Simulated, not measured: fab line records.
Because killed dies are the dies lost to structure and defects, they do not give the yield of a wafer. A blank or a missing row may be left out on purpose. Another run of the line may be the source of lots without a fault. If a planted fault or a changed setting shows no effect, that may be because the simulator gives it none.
Chamber matching :: flow n5 finfet :: 4 sister chambers for N5_BEOL_M10_ETCH_62 on rie diel-04
The step etches SOC in N2/H2, target depth 110 nm, overetch 22 nm, time 165 s. 4 wafers are shown with their chamber, then 8 later ones without.

## WAFERS, EACH WITH ITS CHAMBER
wafer: L076.5
chamber: 2
showerhead plenum p Torr (Torr): 2.69

wafer: L081.1
chamber: 1
showerhead plenum p Torr (Torr): 2.53

wafer: L081.2
chamber: 0
showerhead plenum p Torr (Torr): 2.63

wafer: L088.1
chamber: 3
showerhead plenum p Torr (Torr): 2.59

## WAFERS WITHOUT THEIR CHAMBER
wafer: L088.2
showerhead plenum p Torr (Torr): 2.63

wafer: L088.4
showerhead plenum p Torr (Torr): 2.68

wafer: L093.1
showerhead plenum p Torr (Torr): 2.52

wafer: L093.3
showerhead plenum p Torr (Torr): 2.59

wafer: L093.5
showerhead plenum p Torr (Torr): 2.63

wafer: L090.1
showerhead plenum p Torr (Torr): 2.52

wafer: L090.2
showerhead plenum p Torr (Torr): 2.62

wafer: L090.4
showerhead plenum p Torr (Torr): 2.68

## WHICH CHAMBER EACH ONE RAN IN
wafer: L088.2
from the rows above: 0
in truth: 0

wafer: L088.4
from the rows above: 2
in truth: 2

wafer: L093.1
from the rows above: 1
in truth: 1

wafer: L093.3
from the rows above: 3
in truth: 3

wafer: L093.5
from the rows above: 0
in truth: 0

wafer: L090.1
from the rows above: 1
in truth: 1

wafer: L090.2
from the rows above: 0
in truth: 0

wafer: L090.4
from the rows above: 2
in truth: 2
Correctly placed: 8 of 8. Left unplaced by these rows: 0. Placed wrongly: 0.
How it was worked out, from the rows above alone: a wafer's distance from a chamber is the root of the sum, over the readings, of the square of ((its reading less the chamber's mean) divided by the reading's scatter). If the next closest chamber is less than 2 further off than the closest, the wafer can't be placed; otherwise it belongs to the closest. A chamber's mean is the mean of its shown wafers. The scatter: with one shown wafer a chamber, the root of the mean of the squares of how far each hidden wafer lies from its nearest shown one.
